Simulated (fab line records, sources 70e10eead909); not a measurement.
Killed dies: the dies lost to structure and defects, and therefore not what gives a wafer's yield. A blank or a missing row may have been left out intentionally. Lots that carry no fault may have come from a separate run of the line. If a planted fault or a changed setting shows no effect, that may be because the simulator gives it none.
fab line records    flow nandHarc    part 1 of 2: steps 1 to 4 of 6
record lots=23  wafers=69  lastDay=34
route steps=1302 shown A_M0@1151 A_M1@1183 A_BONDPAD@1218
lots with no fault: from the same line, run without faults
startH: hours from the record's first day to the start of the lot's first wafer shown    waitH: time in hours since the lot's previous step    " repeats the value in the row above    L1.1+2: a row that stands for several wafers    - either no value or no given start    * or withheld: withheld    < > ~ a bound
route shown NAME@n: names a module that has steps shown in the file, with the first one's number in the route    usual: mean and standard deviation over wafers with no fault    same: alike in all rows    chamber/n: place in a boat    sites: the reading at each site    _std_site: the values' standard deviation    _edge_site: mean of outer sites minus mean of inner sites    radiusMm: how far each site lies from the wafer's centre    mask NAME#n: copy n    behind: tool/chamber where the wafer was last shaped    hold: cause of the lot's hold/its duration in hours/its outcome    device: which transistor (n, p or np) failed to switch    end of line: the same wafers' tests at the end of the route    a step without rows: its recipe alone    killed: not the wafer's yield, but the dies lost to structure and defects at the first sort    map: a wafer's dies, x killed, . not, _ none there
set.NAME: the setting that was run; set.NAME@STEP: the one run at that earlier step    model.NAME: the simulator's own value behind a step, which no gauge read
the route's steps for a sample of lots (tables are steps, rows are wafers)
services: when a tool's chamber went out of use (startH, in hours from the record's first day, below 0 if earlier), for how many hours, and the reason
## steps
# step NHARC_A_M0_ETCH_34
# recipe targetDepthA=400  overetchA=120  timeS=43.94  ionEnergyEv=200  n2FlowSccm=150  h2FlowSccm=150  arFlowSccm=0  rfW=400  biasW=150  chemistry=N2/H2
# usual drypumpMotorCurrentA=5.6/0.52  oesProductAu=1.000/0.011  rfVppV=431.1/2.6  showerheadPlenumPTorr=2.06/0.086  throttleValvePct=14.170/0.0093
lot.wafer  tool        chamber  startH  waitH  drypumpMotorCurrentA  oesProductAu  rfHoursCounterH  rfVppV  showerheadPlenumPTorr  throttleValvePct
L074.2     rieDiel-05  1        527.07  0.1    5.8                   0.984         5.9              428.8   1.93                   14.173
L074.6     "           1        "       "      5.8                   0.987         -                427.3   1.93                   14.167
L074.5     "           2        "       "      5.0                   0.985         -                434.2   2.16                   14.175
L075.3     rieDiel-05  0        530.11  0.1    5.1                   0.994         5.9              431.6   2.10                   14.160
L075.4     "           3        "       "      6.1                   1.000         5.8              429.8   2.02                   14.171
L075.6     "           1        "       "      5.8                   0.990         -                427.9   1.93                   14.171
L077.2     rieDiel-01  0        546.68  0.1    6.3                   1.003         6.3              432.8   2.12                   14.175
L077.3     "           1        "       "      6.1                   1.002         4.8              433.0   2.12                   14.170
L077.5     "           0        "       "      6.3                   0.993         -                432.8   2.12                   14.187
L076.4     rieDiel-01  1        551.29  0.1    6.1                   0.994         5.9              433.9   2.12                   14.171
L076.3     "           2        "       "      5.4                   0.991         7.1              426.2   1.91                   14.174
L076.6     "           1        "       "      6.1                   1.008         -                433.0   2.12                   14.183
L080.3     rieDiel-08  2        561.58  0.1    6.4                   1.010         0.9              433.1   2.14                   14.174
L080.5     "           0        "       "      5.1                   0.976         -                428.4   1.97                   14.171
L080.6     "           1        "       "      6.0                   0.985         -                429.0   2.00                   14.175
L079.2     rieDiel-08  0        562.84  0.1    5.1                   0.993         0.8              428.2   1.97                   14.176
L079.5     "           2        "       "      6.4                   1.020         -                434.1   2.14                   14.172
L079.6     "           3        "       "      5.0                   1.015         -                431.6   2.07                   14.163
L082.1     rieDiel-08  3        589.01  0.1    5.0                   1.009         1.5              432.3   2.07                   14.172
L082.4     "           0        "       "      5.1                   0.992         1.5              427.3   1.97                   14.176
L082.6     "           3        "       "      5.0                   1.011         -                432.6   2.07                   14.169
L081.3     rieDiel-05  3        595.50  0.1    6.0                   1.023         0.1              430.4   2.02                   14.182
L081.2     "           2        "       "      5.0                   1.010         0.1              433.5   2.16                   14.170
L081.5     "           0        "       "      5.1                   1.013         -                430.4   2.10                   14.185
L084.3     rieDiel-08  0        621.68  0.1    5.1                   0.995         3.7              428.9   1.97                   14.177
L084.1     "           3        "       "      5.0                   1.013         3.7              433.1   2.07                   14.171
L084.5     "           3        "       "      5.0                   1.017         -                431.8   2.07                   14.168
L083.1     rieDiel-05  3        622.83  0.1    6.0                   1.024         1.3              430.9   2.02                   14.170
L083.5     "           2        "       "      5.0                   1.011         -                433.7   2.16                   14.191
L083.6     "           3        "       "      6.1                   1.020         -                431.2   2.02                   14.160
L085.4     rieDiel-08  3        642.10  0.1    5.0                   1.011         4.2              431.2   2.07                   14.154
L085.2     "           2        "       "      6.4                   0.998         4.6              434.4   2.14                   14.161
L085.6     "           3        "       "      5.0                   1.002         -                430.8   2.07                   14.176
L086.4     rieDiel-01  3        643.16  0.1    6.1                   0.989         6.1              433.9   2.17                   14.168
L086.3     "           1        "       "      6.1                   1.011         5.5              432.7   2.12                   14.159
L086.1     "           2        "       "      5.4                   0.993         5.0              426.4   1.91                   14.174
L088.1     rieDiel-05  1        669.32  0.1    5.8                   0.995         3.8              427.3   1.93                   14.180
L088.2     "           0        "       "      5.1                   1.003         4.0              431.8   2.10                   14.160
L088.5     "           2        "       "      5.0                   1.004         -                434.3   2.16                   14.164
L087.2     rieDiel-08  2        674.13  0.1    6.4                   0.999         6.3              431.6   2.14                   14.163
L087.4     "           0        "       "      5.1                   1.005         5.9              427.2   1.97                   14.191
L087.6     "           1        "       "      5.9                   0.985         -                431.1   2.00                   14.187
L089.4     rieDiel-05  0        681.68  0.1    5.1                   1.004         4.3              433.0   2.10                   14.157
L089.6     "           3        "       "      6.1                   1.006         -                429.9   2.02                   14.169
L089.5     "           0        "       "      5.1                   1.009         -                432.4   2.10                   14.171
L090.4     rieDiel-01  2        689.58  0.1    5.4                   1.000         8.8              425.3   1.91                   14.163
L090.1     "           1        "       "      6.1                   1.005         8.5              432.6   2.11                   14.171
L090.5     "           2        "       "      5.4                   0.994         -                426.4   1.91                   14.174
L091.4     rieDiel-05  2        701.05  0.1    5.0                   0.994         4.9              434.4   2.16                   14.184
L091.1     "           0        "       "      5.1                   0.995         5.1              432.1   2.10                   14.163
L091.5     "           3        "       "      6.0                   1.017         -                428.1   2.02                   14.174
L093.3     rieDiel-08  1        701.96  0.1    5.9                   0.993         4.8              429.5   2.00                   14.164
L093.2     "           3        "       "      5.0                   1.004         6.5              432.3   2.07                   14.164
L093.6     "           0        "       "      5.1                   0.985         -                427.3   1.97                   14.158
L092.1     rieDiel-01  3        706.94  0.1    6.1                   0.990         10.5             435.0   2.17                   14.166
L092.2     "           1        "       "      6.1                   1.009         8.9              432.7   2.11                   14.166
L092.6     "           2        "       "      5.4                   1.005         -                427.0   1.91                   14.176
L094.4     rieDiel-05  3        732.26  0.1    6.0                   1.013         8.2              430.7   2.02                   14.154
L094.5     "           1        "       "      5.8                   0.983         -                428.3   1.92                   14.148
L094.6     "           2        "       "      5.0                   1.015         -                433.5   2.16                   14.182
L095.3     rieDiel-05  0        741.30  0.1    5.1                   1.014         7.7              432.3   2.10                   14.176
L095.2     "           1        "       "      5.8                   0.999         7.4              428.2   1.92                   14.172
L095.6     "           0        "       "      5.1                   1.002         -                431.3   2.10                   14.175
L097.4     rieDiel-08  2        753.87  0.1    6.3                   1.004         0.3              432.8   2.14                   14.179
L097.3     "           0        "       "      5.1                   0.994         0.4              428.9   1.97                   14.183
L097.6     "           3        "       "      5.0                   1.012         -                432.5   2.07                   14.155
L096.4     rieDiel-05  2        772.61  0.1    5.0                   0.983         0.5              433.8   2.16                   14.157
L096.3     "           0        "       "      5.0                   0.996         0.9              431.4   2.10                   14.181
L096.5     "           2        "       "      5.0                   0.988         -                433.0   2.16                   14.173
# step NHARC_A_M0_PVD_20
# recipe targetThkA=50  biasV=168.6  powerW=15000  chamberPressurePa=0.12  timeS=8.06  substrateTempC=50  material=TaN
# usual throttleValvePct=29.6/0.95
lot.wafer  tool           chamber  startH  waitH  throttleValvePct
L074.2     pvdSputter-01  -        -       -      29.4
L074.5     "              -        "       "      28.9
L074.6     "              -        "       "      29.3
L075.4     pvdSputter-02  -        -       -      29.8
L075.3     "              -        "       "      31.6
L075.6     "              -        "       "      31.7
L077.3     pvdSputter-01  -        -       -      29.3
L077.2     "              -        "       "      29.1
L077.5     "              -        "       "      29.1
L076.4     pvdSputter-01  -        -       -      29.1
L076.3     "              -        "       "      29.5
L076.6     "              -        "       "      29.3
L080.3     pvdSputter-03  -        -       -      31.1
L080.6     "              -        "       "      30.6
L080.5     "              -        "       "      28.9
L079.2     pvdSputter-02  -        -       -      29.3
L079.5     "              -        "       "      29.8
L079.6     "              -        "       "      31.5
L082.1     pvdSputter-03  -        -       -      29.9
L082.4     "              -        "       "      28.8
L082.6     "              -        "       "      29.9
L081.2     pvdSputter-01  -        -       -      28.9
L081.3     "              -        "       "      28.5
L081.5     "              -        "       "      28.4
L084.3     pvdSputter-01  -        -       -      28.6
L084.1     "              -        "       "      28.5
L084.5     "              -        "       "      28.6
L083.1     pvdSputter-01  -        -       -      28.9
L083.6     "              -        "       "      28.8
L083.5     "              -        "       "      28.6
L085.4     pvdSputter-03  -        -       -      28.8
L085.2     "              -        "       "      29.9
L085.6     "              -        "       "      30.1
L086.3     pvdSputter-03  -        -       -      28.8
L086.4     "              -        "       "      30.2
L086.1     "              -        "       "      31.0
L088.1     pvdSputter-03  -        -       -      30.4
L088.2     "              -        "       "      28.8
L088.5     "              -        "       "      30.3
L087.4     pvdSputter-02  -        -       -      31.0
L087.2     "              -        "       "      29.8
L087.6     "              -        "       "      31.4
L089.4     pvdSputter-03  -        -       -      30.8
L089.6     "              -        "       "      30.8
L089.5     "              -        "       "      30.3
L090.4     pvdSputter-03  -        -       -      28.6
L090.1     "              -        "       "      30.2
L090.5     "              -        "       "      31.2
L091.4     pvdSputter-03  -        -       -      28.7
L091.1     "              -        "       "      31.0
L091.5     "              -        "       "      28.8
L093.3     pvdSputter-01  -        -       -      28.8
L093.2     "              -        "       "      28.3
L093.6     "              -        "       "      28.9
L092.2     pvdSputter-01  -        -       -      28.3
L092.1     "              -        "       "      28.6
L092.6     "              -        "       "      28.9
L094.4     pvdSputter-01  -        -       -      28.7
L094.6     "              -        "       "      28.4
L094.5     "              -        "       "      29.1
L095.2     pvdSputter-03  -        -       -      30.9
L095.3     "              -        "       "      30.2
L095.6     "              -        "       "      30.0
L097.3     pvdSputter-01  -        -       -      28.4
L097.4     "              -        "       "      28.9
L097.6     "              -        "       "      28.6
L096.3     pvdSputter-02  -        -       -      31.1
L096.4     "              -        "       "      31.2
L096.5     "              -        "       "      29.7
# step NHARC_A_M1_ETCH_35
# recipe targetDepthA=400  overetchA=120  timeS=43.94  ionEnergyEv=200  n2FlowSccm=150  h2FlowSccm=150  arFlowSccm=0  rfW=400  biasW=150  chemistry=N2/H2
# usual drypumpMotorCurrentA=5.5/0.45  oesProductAu=0.999/0.012  rfVppV=430.9/2.1  showerheadPlenumPTorr=2.05/0.068  throttleValvePct=14.171/0.0091
lot.wafer  tool        chamber  startH  waitH  drypumpMotorCurrentA  oesProductAu  rfHoursCounterH  rfVppV  showerheadPlenumPTorr  throttleValvePct
L074.2     rieDiel-12  3        531.13  0.1    5.6                   1.017         4.9              426.3   1.97                   14.183
L074.5     "           1        "       "      5.4                   1.004         -                431.7   2.13                   14.178
L074.6     "           2        "       "      5.9                   0.993         -                431.6   2.05                   14.149
L075.4     rieDiel-02  0        534.20  0.1    4.9                   0.993         7.8              431.3   2.11                   14.172
L075.3     "           1        "       "      5.3                   0.998         8.2              427.7   1.98                   14.167
L075.6     "           0        "       "      4.9                   0.990         -                431.5   2.11                   14.186
L077.2     rieDiel-02  0        550.75  0.1    4.9                   0.984         9.4              432.1   2.11                   14.165
L077.3     "           1        "       "      5.3                   0.988         9.8              428.6   1.98                   14.193
L077.5     "           2        "       "      5.9                   0.981         -                429.3   2.04                   14.168
L076.4     rieDiel-10  3        555.34  0.1    5.2                   0.992         3.6              432.6   2.10                   14.173
L076.3     "           0        "       "      6.2                   0.997         3.6              429.2   1.96                   14.182
L076.6     "           1        "       "      5.8                   1.003         -                433.5   2.13                   14.142
L080.3     rieDiel-10  3        565.66  0.1    5.2                   0.984         4.0              432.0   2.10                   14.175
L080.5     "           0        "       "      6.2                   0.995         -                428.7   1.96                   14.171
L080.6     "           1        "       "      5.8                   1.000         -                434.8   2.13                   14.160
L079.2     rieDiel-12  2        566.75  0.1    5.9                   1.001         6.1              429.4   2.05                   14.178
L079.5     "           2        "       "      5.9                   1.001         -                431.0   2.05                   14.186
L079.6     "           3        "       "      5.6                   1.012         -                428.9   1.97                   14.174
L082.4     rieDiel-12  3        592.93  0.1    5.6                   1.016         7.5              428.7   1.97                   14.167
L082.1     "           0        "       "      6.2                   1.006         7.6              426.5   1.92                   14.167
L082.6     "           2        "       "      5.9                   0.996         -                431.2   2.05                   14.172
L081.3     rieDiel-02  2        600.56  0.1    5.9                   0.995         1.0              431.1   2.04                   14.164
L081.2     "           1        "       "      5.3                   0.995         0.9              428.9   1.98                   14.165
L081.5     "           2        "       "      5.9                   0.984         -                429.6   2.04                   14.165
L084.3     rieDiel-02  3        625.77  0.1    4.9                   1.003         2.3              431.9   2.11                   14.163
L084.1     "           1        "       "      5.3                   0.993         3.0              428.0   1.97                   14.176
L084.5     "           0        "       "      4.9                   1.001         -                433.0   2.10                   14.185
L083.1     rieDiel-02  3        626.98  0.1    4.9                   1.006         2.5              432.1   2.12                   14.175
L083.6     "           0        "       "      5.0                   1.002         -                433.8   2.10                   14.170
L083.5     "           1        "       "      5.3                   1.006         -                428.7   1.97                   14.183
L085.2     rieDiel-10  2        646.19  0.1    5.1                   0.986         1.6              431.4   2.06                   14.188
L085.4     "           3        "       "      5.2                   0.995         1.8              432.7   2.10                   14.172
L085.6     "           1        "       "      5.8                   1.002         -                433.5   2.13                   14.178
L086.1     rieDiel-12  3        647.29  0.1    5.6                   1.010         0.2              430.0   1.97                   14.179
L086.4     "           1        "       "      5.4                   0.997         0.2              433.3   2.13                   14.178
L086.3     "           2        "       "      5.9                   1.006         0.2              429.2   2.05                   14.169
L088.1     rieDiel-02  1        673.37  0.1    5.3                   1.010         5.0              428.4   1.97                   14.162
L088.2     "           2        "       "      5.9                   0.991         4.6              429.2   2.04                   14.161
L088.5     "           2        "       "      5.9                   0.995         -                431.7   2.04                   14.175
L087.2     rieDiel-10  1        678.08  0.1    5.8                   1.000         2.7              433.8   2.12                   14.163
L087.6     "           2        "       "      5.0                   0.963         -                430.9   2.06                   14.178
L087.4     "           3        "       "      5.2                   0.984         -                432.1   2.10                   14.181
L089.4     rieDiel-10  1        685.75  0.1    5.8                   0.996         3.0              434.2   2.13                   14.170
L089.6     "           2        "       "      5.0                   0.979         -                431.0   2.06                   14.179
L089.5     "           3        "       "      5.2                   0.982         -                433.4   2.10                   14.173
L090.4     rieDiel-10  0        693.66  0.1    6.2                   1.005         2.1              428.1   1.96                   14.163
L090.1     "           1        "       "      5.8                   1.012         3.1              432.1   2.12                   14.162
L090.5     "           3        "       "      5.2                   0.994         -                434.1   2.10                   14.169
L091.1     rieDiel-10  0        705.01  0.1    6.3                   1.014         2.6              428.1   1.96                   14.176
L091.5     "           3        "       "      5.2                   0.998         -                431.5   2.10                   14.174
L091.4     "           0        "       "      6.2                   1.017         -                427.8   1.96                   14.185
L093.3     rieDiel-10  3        705.88  0.1    5.2                   0.984         3.9              432.4   2.10                   14.172
L093.2     "           0        "       "      6.2                   1.006         2.7              429.1   1.96                   14.174
L093.6     "           0        "       "      6.2                   1.003         -                429.2   1.96                   14.166
L092.1     rieDiel-10  3        711.01  0.1    5.2                   0.999         4.0              430.9   2.10                   14.169
L092.2     "           1        "       "      5.8                   1.008         3.6              433.1   2.13                   14.171
L092.6     "           1        "       "      5.8                   1.001         -                433.4   2.12                   14.175
L094.4     rieDiel-02  3        736.17  0.1    4.9                   0.994         9.4              431.0   2.11                   14.172
L094.6     "           1        "       "      5.3                   0.988         -                428.5   1.97                   14.175
L094.5     "           2        "       "      5.9                   0.979         -                430.6   2.04                   14.167
L095.2     rieDiel-12  1        745.26  0.1    5.4                   0.996         5.2              433.9   2.13                   14.166
L095.3     "           3        "       "      5.6                   1.014         4.9              428.5   1.97                   14.152
L095.6     "           1        "       "      5.3                   1.005         -                434.4   2.13                   14.187
L097.4     rieDiel-10  2        759.58  0.1    5.0                   0.982         4.8              431.8   2.06                   14.165
L097.3     "           3        "       "      5.2                   0.983         5.9              431.9   2.10                   14.174
L097.6     "           3        "       "      5.3                   0.996         -                431.6   2.10                   14.173
L096.3     rieDiel-02  0        776.96  0.1    4.9                   1.012         2.5              432.5   2.10                   14.181
L096.4     "           2        "       "      5.9                   0.993         1.3              430.5   2.04                   14.154
L096.5     "           0        "       "      4.9                   0.996         -                431.5   2.10                   14.171
# step NHARC_A_M1_ANNEAL_31
# recipe tempC=225  timeS=90
# usual wafer_temp_C_max=225.8/0.45
lot.wafer  tool          chamber  startH  waitH  wafer_temp_C_max
L074.2     rtpAnneal-02  0        532.85  0.3    225.5
L074.5     "             0        "       "      225.3
L074.6     "             0        "       "      225.2
L075.3     rtpAnneal-02  0        535.98  0.3    225.6
L075.4     "             0        "       "      225.4
L075.6     "             0        "       "      225.6
L077.2     rtpAnneal-01  0        552.50  -      226.3
L077.3     "             0        "       "      226.5
L077.5     "             0        "       "      226.6
L076.3     rtpAnneal-02  0        557.11  -      225.2
L076.4     "             0        "       "      225.4
L076.6     "             0        "       "      225.3
L080.3     rtpAnneal-01  0        567.48  0.3    226.0
L080.5     "             0        "       "      226.9
L080.6     "             0        "       "      226.0
L079.2     rtpAnneal-02  0        568.46  -      225.1
L079.5     "             0        "       "      225.6
L079.6     "             0        "       "      225.3
L082.1     rtpAnneal-02  0        594.59  -      225.6
L082.4     "             0        "       "      225.4
L082.6     "             0        "       "      225.4
L081.2     rtpAnneal-02  0        602.29  -      225.1
L081.3     "             0        "       "      225.4
L081.5     "             0        "       "      225.2
L084.1     rtpAnneal-02  0        627.46  0.3    225.6
L084.3     "             0        "       "      225.2
L084.5     "             0        "       "      225.2
L083.1     rtpAnneal-01  0        628.63  0.3    226.0
L083.5     "             0        "       "      226.3
L083.6     "             0        "       "      225.9
L085.2     rtpAnneal-01  0        647.90  -      226.1
L085.4     "             0        "       "      226.1
L085.6     "             0        "       "      226.0
L086.1     rtpAnneal-01  0        648.99  0.3    226.1
L086.3     "             0        "       "      226.1
L086.4     "             0        "       "      226.6
L088.1     rtpAnneal-02  0        675.04  0.3    225.7
L088.2     "             0        "       "      225.3
L088.5     "             0        "       "      225.3
L087.2     rtpAnneal-02  0        680.29  -      225.5
L087.4     "             0        "       "      225.6
L087.6     "             0        "       "      225.9
L089.4     rtpAnneal-01  0        687.56  -      226.2
L089.5     "             0        "       "      226.1
L089.6     "             0        "       "      225.9
L090.1     rtpAnneal-01  0        695.33  0.3    226.4
L090.4     "             0        "       "      226.3
L090.5     "             0        "       "      226.3
L091.1     rtpAnneal-02  0        706.70  0.3    225.7
L091.4     "             0        "       "      225.7
L091.5     "             0        "       "      225.5
L093.2     rtpAnneal-02  0        707.62  -      225.3
L093.3     "             0        "       "      225.7
L093.6     "             0        "       "      225.8
L092.1     rtpAnneal-01  0        712.75  -      226.2
L092.2     "             0        "       "      226.9
L092.6     "             0        "       "      226.0
L094.4     rtpAnneal-02  0        738.06  -      225.5
L094.5     "             0        "       "      225.8
L094.6     "             0        "       "      225.5
L095.2     rtpAnneal-01  0        747.50  0.9    226.2
L095.3     "             0        "       "      226.2
L095.6     "             0        "       "      226.7
L097.3     rtpAnneal-01  0        761.41  0.3    225.8
L097.4     "             0        "       "      226.1
L097.6     "             0        "       "      225.9
L096.3     rtpAnneal-02  0        778.75  -      225.7
L096.4     "             0        "       "      225.4
L096.5     "             0        "       "      225.7
